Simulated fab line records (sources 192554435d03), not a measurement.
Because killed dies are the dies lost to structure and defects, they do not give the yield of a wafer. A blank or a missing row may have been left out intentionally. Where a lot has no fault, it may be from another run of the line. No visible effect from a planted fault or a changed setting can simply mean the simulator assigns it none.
Which tool did it? / flow n5_finfet / 24 lots, 72 wafers sampled, at 6 steps of a route of 1938

## WHAT EACH GAUGE READ, for each wafer
N5_BEOL_M9_CD_MEAS_11 targets a cd of 64.1 nm.
lot=L074; measured=day 11 01:00; on=cd_sem-01; cd_nm (nm)=64.8 65.5 64.5
lot=L075; measured=day 11 21:15; on=cd_sem-02; cd_nm (nm)=64.6 63.3 64.6
lot=L078; measured=day 12 02:23; on=cd_sem-01; cd_nm (nm)=63.6 63.8 63.3
lot=L076; measured=day 12 05:41; on=cd_sem-03; cd_nm (nm)=64.3 64.6 63.6
lot=L077; measured=day 12 06:40; on=cd_sem-01; cd_nm (nm)=64.2 64.4 64.9
lot=L079; measured=day 12 15:47; on=cd_sem-01; cd_nm (nm)=64.0 63.6 63.8
lot=L083; measured=day 13 02:15; on=cd_sem-03; cd_nm (nm)=65.2 64.1 64.4
lot=L082; measured=day 13 04:17; on=cd_sem-02; cd_nm (nm)=64.6 64.2 63.3
lot=L080; measured=day 13 12:11; on=cd_sem-03; cd_nm (nm)=63.6 64.5 63.9
lot=L081; measured=day 13 18:08; on=cd_sem-03; cd_nm (nm)=64.3 65.6 65.3
lot=L084; measured=day 14 01:01; on=cd_sem-02; cd_nm (nm)=63.5 64.8 63.7
lot=L085; measured=day 14 06:00; on=cd_sem-03; cd_nm (nm)=64.9 65.2 64.4
lot=L088; measured=day 14 14:11; on=cd_sem-03; cd_nm (nm)=63.7 63.8 64.0
lot=L087; measured=day 14 23:15; on=cd_sem-03; cd_nm (nm)=65.1 64.7 64.8
lot=L089; measured=day 15 01:47; on=cd_sem-03; cd_nm (nm)=65.4 65.0 64.9
lot=L086; measured=day 15 07:12; on=cd_sem-03; cd_nm (nm)=64.2 64.9 64.8
lot=L091; measured=day 15 09:43; on=cd_sem-02; cd_nm (nm)=64.6 64.0 64.3
lot=L093; measured=day 16 00:22; on=cd_sem-03; cd_nm (nm)=65.3 65.2 64.0
lot=L092; measured=day 16 02:30; on=cd_sem-03; cd_nm (nm)=64.0 63.8 64.7
lot=L090; measured=day 16 08:11; on=cd_sem-02; cd_nm (nm)=65.6 63.6 64.8
lot=L094; measured=day 16 17:37; on=cd_sem-01; cd_nm (nm)=63.0 63.3 63.2
lot=L096; measured=day 17 00:23; on=cd_sem-01; cd_nm (nm)=64.9 64.5 64.2
lot=L097; measured=day 17 09:38; on=cd_sem-02; cd_nm (nm)=64.1 64.9 64.1
lot=L095; measured=day 17 17:25; on=cd_sem-02; cd_nm (nm)=65.0 63.5 64.8

N5_BEOL_M9_INSPECT_13: inspects for defects (brightfield).
lot=L074; measured=day 11 01:03; on=defect_inspect-02; raw_defect_count=484 391 348
lot=L075; measured=day 11 21:19; on=defect_inspect-01; raw_defect_count=257 291 319
lot=L078; measured=day 12 02:26; on=defect_inspect-01; raw_defect_count=511 533 606
lot=L076; measured=day 12 05:44; on=defect_inspect-01; raw_defect_count=396 411 394
lot=L077; measured=day 12 06:43; on=defect_inspect-02; raw_defect_count=448 541 555
lot=L079; measured=day 12 15:50; on=defect_inspect-02; raw_defect_count=411 365 560
lot=L083; measured=day 13 02:18; on=defect_inspect-01; raw_defect_count=305 545 447
lot=L082; measured=day 13 04:21; on=defect_inspect-02; raw_defect_count=623 478 531
lot=L080; measured=day 13 12:14; on=defect_inspect-02; raw_defect_count=519 349 322
lot=L081; measured=day 13 18:11; on=defect_inspect-02; raw_defect_count=360 410 430
lot=L084; measured=day 14 01:04; on=defect_inspect-02; raw_defect_count=473 456 474
lot=L085; measured=day 14 06:03; on=defect_inspect-01; raw_defect_count=332 328 351
lot=L088; measured=day 14 14:14; on=defect_inspect-02; raw_defect_count=613 467 427
lot=L087; measured=day 14 23:19; on=defect_inspect-02; raw_defect_count=468 365 319
lot=L089; measured=day 15 01:51; on=defect_inspect-01; raw_defect_count=356 327 415
lot=L086; measured=day 15 07:15; on=defect_inspect-01; raw_defect_count=466 374 407
lot=L091; measured=day 15 09:46; on=defect_inspect-02; raw_defect_count=308 603 396
lot=L093; measured=day 16 00:25; on=defect_inspect-01; raw_defect_count=414 468 444
lot=L092; measured=day 16 02:33; on=defect_inspect-01; raw_defect_count=500 406 494
lot=L090; measured=day 16 08:15; on=defect_inspect-01; raw_defect_count=364 623 456
lot=L094; measured=day 16 17:40; on=defect_inspect-02; raw_defect_count=350 342 414
lot=L096; measured=day 17 00:26; on=defect_inspect-02; raw_defect_count=441 291 451
lot=L097; measured=day 17 09:42; on=defect_inspect-02; raw_defect_count=350 411 401
lot=L095; measured=day 17 17:28; on=defect_inspect-02; raw_defect_count=292 384 432

N5_BEOL_M9_CD_MEAS_28 targets a cd of 70 nm.
lot=L074; measured=day 11 04:44; on=cd_sem-03; cd_nm (nm)=69.89 69.85 69.77
lot=L075; measured=day 11 22:20; on=cd_sem-02; cd_nm (nm)=70.06 70.42 70.38
lot=L078; measured=day 12 03:23; on=cd_sem-02; cd_nm (nm)=69.74 70.23 69.61
lot=L076; measured=day 12 06:35; on=cd_sem-03; cd_nm (nm)=69.44 69.44 69.69
lot=L077; measured=day 12 09:56; on=cd_sem-03; cd_nm (nm)=69.74 69.82 70.46
lot=L079; measured=day 12 17:56; on=cd_sem-03; cd_nm (nm)=69.39 69.49 70.33
lot=L083; measured=day 13 03:05; on=cd_sem-02; cd_nm (nm)=69.83 70.33 69.96
lot=L082; measured=day 13 06:41; on=cd_sem-02; cd_nm (nm)=70.47 70.09 69.70
lot=L080; measured=day 13 13:10; on=cd_sem-02; cd_nm (nm)=70.13 69.93 70.37
lot=L081; measured=day 14 00:11; on=cd_sem-02; cd_nm (nm)=70.05 70.10 69.71
lot=L084; measured=day 14 04:22; on=cd_sem-02; cd_nm (nm)=70.11 69.82 69.98
lot=L085; measured=day 14 08:27; on=cd_sem-02; cd_nm (nm)=69.46 69.55 70.23
lot=L088; measured=day 14 19:14; on=cd_sem-03; cd_nm (nm)=69.87 70.16 69.62
lot=L087; measured=day 15 01:01; on=cd_sem-02; cd_nm (nm)=70.16 69.68 69.96
lot=L089; measured=day 15 04:34; on=cd_sem-03; cd_nm (nm)=69.98 70.34 70.05
lot=L086; measured=day 15 08:11; on=cd_sem-03; cd_nm (nm)=70.15 69.46 69.76
lot=L091; measured=day 15 11:10; on=cd_sem-02; cd_nm (nm)=69.90 70.09 69.58
lot=L093; measured=day 16 01:15; on=cd_sem-03; cd_nm (nm)=70.18 69.94 70.51
lot=L092; measured=day 16 03:46; on=cd_sem-03; cd_nm (nm)=69.88 69.79 69.57
lot=L090; measured=day 16 09:14; on=cd_sem-02; cd_nm (nm)=69.97 69.82 69.55
lot=L094; measured=day 16 23:22; on=cd_sem-03; cd_nm (nm)=69.76 70.21 70.19
lot=L096; measured=day 17 02:53; on=cd_sem-03; cd_nm (nm)=70.07 69.93 69.90
lot=L097; measured=day 17 11:23; on=cd_sem-01; cd_nm (nm)=69.64 69.99 69.58
lot=L095; measured=day 17 20:33; on=cd_sem-01; cd_nm (nm)=69.91 69.90 70.02

## WHAT TOOL EACH LOT RAN ON (gives the tool, then ch and the chambers of the sampled wafers, and finally the start)
lot=L074; N5_BEOL_M7_ANNEAL_51=rtp_anneal-02 ch 0, day 10 10:50; N5_BEOL_M8_DESCUM_16=rie_diel-01 ch 1,2,3, day 10 16:15; N5_BEOL_M8_SURFACE_TREAT_79=pvd_sputter-03, day 10 20:51
lot=L075; N5_BEOL_M7_ANNEAL_51=rtp_anneal-02 ch 0, day 11 11:58; N5_BEOL_M8_DESCUM_16=rie_diel-05 ch 0,1,2, day 11 14:46; N5_BEOL_M8_SURFACE_TREAT_79=pvd_sputter-02, day 11 17:31
lot=L078; N5_BEOL_M7_ANNEAL_51=rtp_anneal-01 ch 0, day 11 13:53; N5_BEOL_M8_DESCUM_16=rie_diel-01 ch 1,2,3, day 11 17:24; N5_BEOL_M8_SURFACE_TREAT_79=pvd_sputter-02, day 11 22:29
lot=L076; N5_BEOL_M7_ANNEAL_51=rtp_anneal-02 ch 0, day 11 16:31; N5_BEOL_M8_DESCUM_16=rie_diel-01 ch 1,3, day 11 21:53; N5_BEOL_M8_SURFACE_TREAT_79=pvd_sputter-01, day 12 03:08
lot=L077; N5_BEOL_M7_ANNEAL_51=rtp_anneal-02 ch 0, day 11 21:11; N5_BEOL_M8_DESCUM_16=rie_diel-01 ch 1,2,3, day 11 23:28; N5_BEOL_M8_SURFACE_TREAT_79=pvd_sputter-01, day 12 03:22
lot=L079; N5_BEOL_M7_ANNEAL_51=rtp_anneal-02 ch 0, day 12 04:17; N5_BEOL_M8_DESCUM_16=rie_diel-04 ch 1,2,3, day 12 06:52; N5_BEOL_M8_SURFACE_TREAT_79=pvd_sputter-02, day 12 11:31
lot=L083; N5_BEOL_M7_ANNEAL_51=rtp_anneal-01 ch 0, day 12 15:35; N5_BEOL_M8_DESCUM_16=rie_diel-04 ch 0,1,3, day 12 19:16; N5_BEOL_M8_SURFACE_TREAT_79=pvd_sputter-01, day 12 23:38
lot=L082; N5_BEOL_M7_ANNEAL_51=rtp_anneal-01 ch 0, day 12 16:04; N5_BEOL_M8_DESCUM_16=rie_diel-04 ch 0,2,3, day 12 19:31; N5_BEOL_M8_SURFACE_TREAT_79=pvd_sputter-01, day 13 00:35
lot=L080; N5_BEOL_M7_ANNEAL_51=rtp_anneal-02 ch 0, day 13 00:46; N5_BEOL_M8_DESCUM_16=rie_diel-04 ch 0,1, day 13 04:19; N5_BEOL_M8_SURFACE_TREAT_79=pvd_sputter-03, day 13 08:30
lot=L081; N5_BEOL_M7_ANNEAL_51=rtp_anneal-01 ch 0, day 13 04:10; N5_BEOL_M8_DESCUM_16=rie_diel-04 ch 0,1,3, day 13 08:13; N5_BEOL_M8_SURFACE_TREAT_79=pvd_sputter-03, day 13 13:14
lot=L084; N5_BEOL_M7_ANNEAL_51=rtp_anneal-01 ch 0, day 13 11:11; N5_BEOL_M8_DESCUM_16=rie_diel-05 ch 0,3, day 13 14:22; N5_BEOL_M8_SURFACE_TREAT_79=pvd_sputter-01, day 13 18:46
lot=L085; N5_BEOL_M7_ANNEAL_51=rtp_anneal-02 ch 0, day 13 16:14; N5_BEOL_M8_DESCUM_16=rie_diel-05 ch 2,3, day 13 19:07; N5_BEOL_M8_SURFACE_TREAT_79=pvd_sputter-02, day 14 01:34
lot=L088; N5_BEOL_M7_ANNEAL_51=rtp_anneal-02 ch 0, day 14 02:48; N5_BEOL_M8_DESCUM_16=rie_diel-04 ch 0,1,3, day 14 06:23; N5_BEOL_M8_SURFACE_TREAT_79=pvd_sputter-01, day 14 10:41
lot=L087; N5_BEOL_M7_ANNEAL_51=rtp_anneal-02 ch 0, day 14 11:06; N5_BEOL_M8_DESCUM_16=rie_diel-04 ch 0,2,3, day 14 14:12; N5_BEOL_M8_SURFACE_TREAT_79=pvd_sputter-01, day 14 19:20
lot=L089; N5_BEOL_M7_ANNEAL_51=rtp_anneal-01 ch 0, day 14 14:22; N5_BEOL_M8_DESCUM_16=rie_diel-01 ch 0,1, day 14 17:43; N5_BEOL_M8_SURFACE_TREAT_79=pvd_sputter-02, day 14 21:28
lot=L086; N5_BEOL_M7_ANNEAL_51=rtp_anneal-02 ch 0, day 14 20:50; N5_BEOL_M8_DESCUM_16=rie_diel-04 ch 0,1,2, day 14 23:32; N5_BEOL_M8_SURFACE_TREAT_79=pvd_sputter-03, day 15 03:11
lot=L091; N5_BEOL_M7_ANNEAL_51=rtp_anneal-02 ch 0, day 14 22:53; N5_BEOL_M8_DESCUM_16=rie_diel-04 ch 1,2,3, day 15 02:23; N5_BEOL_M8_SURFACE_TREAT_79=pvd_sputter-01, day 15 06:12
lot=L093; N5_BEOL_M7_ANNEAL_51=rtp_anneal-02 ch 0, day 15 12:10; N5_BEOL_M8_DESCUM_16=rie_diel-04 ch 1,3, day 15 16:42; N5_BEOL_M8_SURFACE_TREAT_79=pvd_sputter-02, day 15 19:52
lot=L092; N5_BEOL_M7_ANNEAL_51=rtp_anneal-01 ch 0, day 15 15:16; N5_BEOL_M8_DESCUM_16=rie_diel-05 ch 1,2,3, day 15 19:44; N5_BEOL_M8_SURFACE_TREAT_79=pvd_sputter-01, day 15 23:35
lot=L090; N5_BEOL_M7_ANNEAL_51=rtp_anneal-01 ch 0, day 15 19:06; N5_BEOL_M8_DESCUM_16=rie_diel-04 ch 1,2,3, day 15 23:37; N5_BEOL_M8_SURFACE_TREAT_79=pvd_sputter-03, day 16 03:32
lot=L094; N5_BEOL_M7_ANNEAL_51=rtp_anneal-01 ch 0, day 16 05:06; N5_BEOL_M8_DESCUM_16=rie_diel-01 ch 0,1,3, day 16 09:14; N5_BEOL_M8_SURFACE_TREAT_79=pvd_sputter-03, day 16 12:02
lot=L096; N5_BEOL_M7_ANNEAL_51=rtp_anneal-02 ch 0, day 16 09:16; N5_BEOL_M8_DESCUM_16=rie_diel-04 ch 0,1,3, day 16 12:14; N5_BEOL_M8_SURFACE_TREAT_79=pvd_sputter-01, day 16 17:49
lot=L097; N5_BEOL_M7_ANNEAL_51=rtp_anneal-01 ch 0, day 16 23:58; N5_BEOL_M8_DESCUM_16=rie_diel-04 ch 0,3, day 17 02:07; N5_BEOL_M8_SURFACE_TREAT_79=pvd_sputter-03, day 17 06:31
lot=L095; N5_BEOL_M7_ANNEAL_51=rtp_anneal-02 ch 0, day 17 00:06; N5_BEOL_M8_DESCUM_16=rie_diel-05 ch 0,1, day 17 03:42; N5_BEOL_M8_SURFACE_TREAT_79=pvd_sputter-03, day 17 09:40
- N5_BEOL_M7_ANNEAL_51: time 90 s.
- N5_BEOL_M8_DESCUM_16: chemistry O2, time 7.9 s.
- N5_BEOL_M8_SURFACE_TREAT_79

## AS READ BY THE TOOLS THEMSELVES (means over the sampled wafers that have a number; for cases with no such wafer, the mark the record gives instead)
N5_BEOL_M7_ANNEAL_51.
lot=L074 tool=rtp_anneal-02 wafer_temp_C_max=225.8
lot=L075 tool=rtp_anneal-02 wafer_temp_C_max=226.1
lot=L078 tool=rtp_anneal-01 wafer_temp_C_max=225.7
lot=L076 tool=rtp_anneal-02 wafer_temp_C_max=226.3
lot=L077 tool=rtp_anneal-02 wafer_temp_C_max=225.8
lot=L079 tool=rtp_anneal-02 wafer_temp_C_max=226.1
lot=L083 tool=rtp_anneal-01 wafer_temp_C_max=225.9
lot=L082 tool=rtp_anneal-01 wafer_temp_C_max=225.8
lot=L080 tool=rtp_anneal-02 wafer_temp_C_max=226.1
lot=L081 tool=rtp_anneal-01 wafer_temp_C_max=225.6
lot=L084 tool=rtp_anneal-01 wafer_temp_C_max=225.8
lot=L085 tool=rtp_anneal-02 wafer_temp_C_max=225.8
lot=L088 tool=rtp_anneal-02 wafer_temp_C_max=226.3
lot=L087 tool=rtp_anneal-02 wafer_temp_C_max=225.9
lot=L089 tool=rtp_anneal-01 wafer_temp_C_max=225.4
lot=L086 tool=rtp_anneal-02 wafer_temp_C_max=225.7
lot=L091 tool=rtp_anneal-02 wafer_temp_C_max=226.1
lot=L093 tool=rtp_anneal-02 wafer_temp_C_max=226.2
lot=L092 tool=rtp_anneal-01 wafer_temp_C_max=225.8
lot=L090 tool=rtp_anneal-01 wafer_temp_C_max=225.9
lot=L094 tool=rtp_anneal-01 wafer_temp_C_max=225.7
lot=L096 tool=rtp_anneal-02 wafer_temp_C_max=226.2
lot=L097 tool=rtp_anneal-01 wafer_temp_C_max=225.6
lot=L095 tool=rtp_anneal-02 wafer_temp_C_max=226.1

N5_BEOL_M8_DESCUM_16.
lot=L074; tool=rie_diel-01; drypump_motor_current_A (A)=5.3; o2_flow_sccm (sccm)=224.6; oes_product_au (a.u.)=0.75; rf_vpp_V (V)=242.6; showerhead_plenum_p_Torr (Torr)=2.09; throttle_valve_pct (%)=20.48
lot=L075; tool=rie_diel-05; drypump_motor_current_A (A)=5.5; o2_flow_sccm (sccm)=224.7; oes_product_au (a.u.)=0.72; rf_vpp_V (V)=242.9; showerhead_plenum_p_Torr (Torr)=2.06; throttle_valve_pct (%)=20.46
lot=L078; tool=rie_diel-01; drypump_motor_current_A (A)=5.3; o2_flow_sccm (sccm)=224.5; oes_product_au (a.u.)=0.73; rf_vpp_V (V)=243.2; showerhead_plenum_p_Torr (Torr)=2.09; throttle_valve_pct (%)=20.50
lot=L076; tool=rie_diel-01; drypump_motor_current_A (A)=5.3; o2_flow_sccm (sccm)=225.3; oes_product_au (a.u.)=0.75; rf_vpp_V (V)=242.6; showerhead_plenum_p_Torr (Torr)=2.07; throttle_valve_pct (%)=20.52
lot=L077; tool=rie_diel-01; drypump_motor_current_A (A)=5.3; o2_flow_sccm (sccm)=224.5; oes_product_au (a.u.)=0.73; rf_vpp_V (V)=243.1; showerhead_plenum_p_Torr (Torr)=2.09; throttle_valve_pct (%)=20.50
lot=L079; tool=rie_diel-04; drypump_motor_current_A (A)=5.7; o2_flow_sccm (sccm)=225.2; oes_product_au (a.u.)=0.77; rf_vpp_V (V)=242.0; showerhead_plenum_p_Torr (Torr)=2.04; throttle_valve_pct (%)=20.59
lot=L083; tool=rie_diel-04; drypump_motor_current_A (A)=5.8; o2_flow_sccm (sccm)=224.9; oes_product_au (a.u.)=0.73; rf_vpp_V (V)=241.5; showerhead_plenum_p_Torr (Torr)=2.04; throttle_valve_pct (%)=20.52
lot=L082; tool=rie_diel-04; drypump_motor_current_A (A)=5.6; o2_flow_sccm (sccm)=224.7; oes_product_au (a.u.)=0.78; rf_vpp_V (V)=242.9; showerhead_plenum_p_Torr (Torr)=2.08; throttle_valve_pct (%)=20.45
lot=L080; tool=rie_diel-04; drypump_motor_current_A (A)=5.9; o2_flow_sccm (sccm)=225.1; oes_product_au (a.u.)=0.73; rf_vpp_V (V)=242.2; showerhead_plenum_p_Torr (Torr)=2.07; throttle_valve_pct (%)=20.39
lot=L081; tool=rie_diel-04; drypump_motor_current_A (A)=5.8; o2_flow_sccm (sccm)=225.4; oes_product_au (a.u.)=0.73; rf_vpp_V (V)=242.2; showerhead_plenum_p_Torr (Torr)=2.04; throttle_valve_pct (%)=20.52
lot=L084; tool=rie_diel-05; drypump_motor_current_A (A)=5.4; o2_flow_sccm (sccm)=224.3; oes_product_au (a.u.)=0.88; rf_vpp_V (V)=244.3; showerhead_plenum_p_Torr (Torr)=2.14; throttle_valve_pct (%)=20.06
lot=L085; tool=rie_diel-05; drypump_motor_current_A (A)=5.4; o2_flow_sccm (sccm)=225.7; oes_product_au (a.u.)=0.94; rf_vpp_V (V)=244.3; showerhead_plenum_p_Torr (Torr)=2.20; throttle_valve_pct (%)=20.05
lot=L088; tool=rie_diel-04; drypump_motor_current_A (A)=5.8; o2_flow_sccm (sccm)=225.3; oes_product_au (a.u.)=0.71; rf_vpp_V (V)=241.2; showerhead_plenum_p_Torr (Torr)=2.04; throttle_valve_pct (%)=20.54
lot=L087; tool=rie_diel-04; drypump_motor_current_A (A)=5.6; o2_flow_sccm (sccm)=225.3; oes_product_au (a.u.)=0.77; rf_vpp_V (V)=242.2; showerhead_plenum_p_Torr (Torr)=2.07; throttle_valve_pct (%)=20.47
lot=L089; tool=rie_diel-01; drypump_motor_current_A (A)=5.9; o2_flow_sccm (sccm)=224.9; oes_product_au (a.u.)=0.80; rf_vpp_V (V)=244.5; showerhead_plenum_p_Torr (Torr)=2.16; throttle_valve_pct (%)=20.27
lot=L086; tool=rie_diel-04; drypump_motor_current_A (A)=5.8; o2_flow_sccm (sccm)=225.6; oes_product_au (a.u.)=0.75; rf_vpp_V (V)=243.5; showerhead_plenum_p_Torr (Torr)=2.06; throttle_valve_pct (%)=20.49
lot=L091; tool=rie_diel-04; drypump_motor_current_A (A)=5.7; o2_flow_sccm (sccm)=225.1; oes_product_au (a.u.)=0.75; rf_vpp_V (V)=242.1; showerhead_plenum_p_Torr (Torr)=2.03; throttle_valve_pct (%)=20.63
lot=L093; tool=rie_diel-04; drypump_motor_current_A (A)=5.9; o2_flow_sccm (sccm)=224.8; oes_product_au (a.u.)=0.69; rf_vpp_V (V)=241.9; showerhead_plenum_p_Torr (Torr)=1.99; throttle_valve_pct (%)=20.70
lot=L092; tool=rie_diel-05; drypump_motor_current_A (A)=5.7; o2_flow_sccm (sccm)=224.9; oes_product_au (a.u.)=0.85; rf_vpp_V (V)=243.6; showerhead_plenum_p_Torr (Torr)=2.14; throttle_valve_pct (%)=20.37
lot=L090; tool=rie_diel-04; drypump_motor_current_A (A)=5.7; o2_flow_sccm (sccm)=225.2; oes_product_au (a.u.)=0.73; rf_vpp_V (V)=242.3; showerhead_plenum_p_Torr (Torr)=2.02; throttle_valve_pct (%)=20.64
lot=L094; tool=rie_diel-01; drypump_motor_current_A (A)=5.7; o2_flow_sccm (sccm)=224.5; oes_product_au (a.u.)=0.78; rf_vpp_V (V)=243.2; showerhead_plenum_p_Torr (Torr)=2.11; throttle_valve_pct (%)=20.45
lot=L096; tool=rie_diel-04; drypump_motor_current_A (A)=5.8; o2_flow_sccm (sccm)=224.3; oes_product_au (a.u.)=0.71; rf_vpp_V (V)=242.7; showerhead_plenum_p_Torr (Torr)=2.03; throttle_valve_pct (%)=20.57
lot=L097; tool=rie_diel-04; drypump_motor_current_A (A)=5.7; o2_flow_sccm (sccm)=225.0; oes_product_au (a.u.)=0.73; rf_vpp_V (V)=242.3; showerhead_plenum_p_Torr (Torr)=2.08; throttle_valve_pct (%)=20.43
lot=L095; tool=rie_diel-05; drypump_motor_current_A (A)=5.5; o2_flow_sccm (sccm)=225.0; oes_product_au (a.u.)=0.87; rf_vpp_V (V)=244.3; showerhead_plenum_p_Torr (Torr)=2.16; throttle_valve_pct (%)=20.22

## THE ANSWER, worked out from the rows above alone
Rule: usual is defined by the lots themselves. Put in order of their means at a reading, lots are off if they are a third of the lots or fewer, leave a main group of 4 or more, and stand apart from it by a gap of 3 or more times the standard deviation of the main group's means; of several such gaps the widest counts. The tables above print the reading to a certain number of digits; a main group whose means all agree to those digits is not used. Also off: a lot with no number at a reading for which 4 or more lots have one. The other lots that the step has rows for count as sound. After the gauges, taken in route order, come the tools' own readings; for these a lot's mean is taken, as printed above. At the first step where some lot is off, the reading lying furthest off is the one used; lots without a number count as furthest.
Nothing can be told from this: no lot is off at any reading shown.

## WHAT THE SIMULATOR HAD INSERTED
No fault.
